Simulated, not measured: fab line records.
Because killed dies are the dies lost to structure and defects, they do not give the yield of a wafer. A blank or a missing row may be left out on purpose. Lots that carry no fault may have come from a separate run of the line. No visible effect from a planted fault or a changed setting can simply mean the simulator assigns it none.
Which tool was responsible? + flow nand-harc + 13 lots with 39 wafers sampled at 6 steps, on a route of 1159 steps

== WHAT THE GAUGES READ, wafer by wafer ==
NHARC_P_ZERO_WELL_CD_MEAS_24: the cd target is 720 nm.
| lot  | measured    | on        | cd-nm (nm)        |
|------|-------------|-----------|-------------------|
| L835 | day 1 14:27 | cd-sem-02 | 721.7 722.0 718.6 |
| L836 | day 1 20:34 | cd-sem-03 | 721.6 720.3 719.9 |
| L838 | day 2 08:37 | cd-sem-01 | 720.3 721.5 721.1 |
| L839 | day 2 14:29 | cd-sem-01 | 719.8 720.4 721.7 |
| L841 | day 3 02:29 | cd-sem-03 | 717.4 717.9 719.7 |
| L844 | day 3 20:29 | cd-sem-03 | - - -             |
| L845 | day 4 02:22 | cd-sem-03 | 719.6 714.8 720.3 |
| L848 | day 4 20:35 | cd-sem-03 | 722.4 722.1 723.1 |
| L853 | day 6 02:35 | cd-sem-02 | 719.1 719.1 715.3 |
| L854 | day 6 08:27 | cd-sem-03 | 722.3 719.5 719.9 |
| L855 | day 6 14:36 | cd-sem-01 | 719.2 719.5 719.6 |
| L857 | day 7 02:28 | cd-sem-02 | 724.7 726.6 722.9 |
| L858 | day 7 08:28 | cd-sem-02 | 719.9 721.2 717.3 |

NHARC_P_STI_INSPECT_25.
| lot  | measured    | on                | raw-defect-count |
|------|-------------|-------------------|------------------|
| L835 | day 3 15:17 | defect-inspect-01 | 185 172 150      |
| L836 | day 4 03:11 | defect-inspect-01 | 282 282 200      |
| L838 | day 4 11:47 | defect-inspect-01 | 204 204 289      |
| L839 | day 4 19:46 | defect-inspect-01 | 221 308 190      |
| L841 | day 5 09:58 | defect-inspect-01 | 172 241 256      |
| L845 | day 6 02:38 | defect-inspect-01 | 166 202 202      |
| L848 | day 6 21:49 | defect-inspect-01 | 166 327 140      |
| L853 | day 8 07:10 | defect-inspect-01 | 219 179 130      |
| L854 | day 8 14:22 | defect-inspect-01 | 198 146 308      |
| L855 | day 8 14:22 | defect-inspect-02 | 170 166 126      |
| L857 | day 9 07:36 | defect-inspect-02 | 129 182 133      |
| L858 | day 9 07:36 | defect-inspect-01 | 131 187 246      |

NHARC_END_SORT_01.
| lot  | measured     | on        | killed-at-array | killed-at-other | killed-at-periphery | killed-dies | killed-open | killed-short |
|------|--------------|-----------|-----------------|-----------------|---------------------|-------------|-------------|--------------|
| L844 | day 21 16:19 | prober-01 | 21 33 22        | 2 1 2           | 654 643 653         | 677 677 677 | 7 4 1       | 2 2 0        |

== WHICH TOOL RAN EACH LOT (tool, then ch and the chambers of the sampled wafers, then the start) ==
| lot  | NHARC_P_ZERO_WELL_EXPOSE_21      | NHARC_P_STI_CMP_21           | NHARC_P_GATE_ETCH_32             |
|------|----------------------------------|------------------------------|----------------------------------|
| L835 | krf-scanner-03 ch 0, day 1 14:18 | cmp-02 ch 0,1,3, day 3 06:44 | rie-si-02 ch 0,3, day 4 17:34    |
| L836 | krf-scanner-01 ch 0, day 1 20:25 | cmp-04 ch 0,2,3, day 3 18:50 | rie-si-06 ch 1,2,3, day 5 05:26  |
| L838 | krf-scanner-03 ch 0, day 2 08:28 | cmp-02 ch 1,3, day 4 00:26   | rie-si-06 ch 1,3, day 5 10:42    |
| L839 | krf-scanner-03 ch 0, day 2 14:20 | cmp-03 ch 0,1,2, day 4 08:15 | rie-si-02 ch 0,3, day 5 19:13    |
| L841 | krf-scanner-02 ch 0, day 3 02:20 | cmp-04 ch 0,2,3, day 5 01:32 | rie-si-06 ch 0,1,2, day 6 09:26  |
| L844 | krf-scanner-03 ch 0, day 3 20:20 | -                            | -                                |
| L845 | krf-scanner-03 ch 0, day 4 02:11 | cmp-04 ch 0,1,3, day 5 14:58 | rie-si-02 ch 0,2,3, day 7 02:03  |
| L848 | krf-scanner-01 ch 0, day 4 20:26 | cmp-04 ch 0,1, day 6 13:02   | rie-si-04 ch 0,1, day 8 00:06    |
| L853 | krf-scanner-01 ch 0, day 6 02:26 | cmp-04 ch 0,2,3, day 7 21:53 | rie-si-02 ch 1,2, day 9 07:17    |
| L854 | krf-scanner-02 ch 0, day 6 08:18 | cmp-04 ch 0,1,2, day 8 03:29 | rie-si-04 ch 0,1,3, day 9 14:13  |
| L855 | krf-scanner-03 ch 0, day 6 14:27 | cmp-02 ch 0,1,2, day 8 03:32 | rie-si-04 ch 0,2,3, day 9 12:40  |
| L857 | krf-scanner-01 ch 0, day 7 02:19 | cmp-04 ch 0,1,2, day 8 22:20 | rie-si-02 ch 0,2,3, day 10 14:28 |
| L858 | krf-scanner-03 ch 0, day 7 08:18 | cmp-02 ch 1,2,3, day 8 22:20 | rie-si-04 ch 1,2, day 10 14:24   |
- NHARC_P_ZERO_WELL_EXPOSE_21: exposes mask P NWELL, target cd 720 nm.
- NHARC_P_STI_CMP_21: polishes, t overpolish 20 s, target thk 380.67 nm.
- NHARC_P_GATE_ETCH_32: etches the open film in HBr/Cl2, target depth 150 nm, time 100.1 s.

== WHAT THE TOOLS THEMSELVES READ (means of the sampled wafers that have a number; where no wafer has one, the mark that the record gives instead) ==
NHARC_P_STI_CMP_21.
| lot  | tool   | motor-current-A (A) | overpolish-run-s (s) | slurry-filter-dp-kPa (kPa) |
|------|--------|---------------------|----------------------|----------------------------|
| L835 | cmp-02 | 13.0                | 19.996               | 13.37                      |
| L836 | cmp-04 | 11.9                | 19.997               | 13.51                      |
| L838 | cmp-02 | 13.2                | 20.000               | 13.53                      |
| L839 | cmp-03 | 11.0                | 19.996               | 13.42                      |
| L841 | cmp-04 | 11.8                | 20.003               | 13.60                      |
| L845 | cmp-04 | 12.2                | 20.003               | 13.52                      |
| L848 | cmp-04 | 12.0                | 20.003               | 13.29                      |
| L853 | cmp-04 | 11.9                | 19.997               | 13.51                      |
| L854 | cmp-04 | 11.8                | 20.001               | 13.39                      |
| L855 | cmp-02 | 12.4                | 19.994               | 13.50                      |
| L857 | cmp-04 | 11.5                | 20.000               | 13.48                      |
| L858 | cmp-02 | 12.1                | 19.993               | 13.35                      |

NHARC_P_GATE_ETCH_32.
| lot  | tool      | drypump-motor-current-A (A) | oes-product-au (a.u.) | throttle-valve-pct (%) |
|------|-----------|-----------------------------|-----------------------|------------------------|
| L835 | rie-si-02 | 5.2                         | 1.006                 | 26.407                 |
| L836 | rie-si-06 | 5.2                         | 1.008                 | 26.402                 |
| L838 | rie-si-06 | 5.1                         | 0.992                 | 26.405                 |
| L839 | rie-si-02 | 5.5                         | 1.014                 | 26.401                 |
| L841 | rie-si-06 | 5.5                         | 1.012                 | 26.400                 |
| L845 | rie-si-02 | 5.4                         | 1.010                 | 26.408                 |
| L848 | rie-si-04 | 5.3                         | 0.985                 | 26.393                 |
| L853 | rie-si-02 | 5.8                         | 0.988                 | 26.402                 |
| L854 | rie-si-04 | 5.6                         | 0.999                 | 26.414                 |
| L855 | rie-si-04 | 5.8                         | 1.003                 | 26.403                 |
| L857 | rie-si-02 | 5.4                         | 1.012                 | 26.402                 |
| L858 | rie-si-04 | 6.1                         | 1.007                 | 26.404                 |

== THE ANSWER, worked out from the rows above alone ==
Rule: what is usual is taken from the lots themselves. Put in order of their means at a reading, lots are off if they are a third of the lots or fewer, leave a main group of 4 or more, and stand apart from it by a gap of 3 or more times the standard deviation of the main group's means; of several such gaps the widest counts. The tables above print the reading to a certain number of digits; a main group whose means all agree to those digits is not used. A lot without any number at a reading at which 4 lots or more have one is off too. Where the step has rows for the other lots, those lots are counted as sound. The gauges are gone through in route order, then the tools' own readings, and for those a lot's mean is taken as printed above. The first step at which some lot is off is used, and at that step the reading that is off furthest; a lot without a number counts as furthest.
Off: L844 (NHARC_P_ZERO_WELL_CD_MEAS_24, cd-nm). Without a number there: L844. Main group: mean 720.3 nm, sd 1.9.
If a tool, at a process step before that reading, ran all the lots that are off and no sound lot after the first of them, it fits. Gauges at NHARC_P_ZERO_WELL_CD_MEAS_24: tried the same way as those tools. None of those tried fits.

== WHAT THE SIMULATOR HAD PUT IN ==
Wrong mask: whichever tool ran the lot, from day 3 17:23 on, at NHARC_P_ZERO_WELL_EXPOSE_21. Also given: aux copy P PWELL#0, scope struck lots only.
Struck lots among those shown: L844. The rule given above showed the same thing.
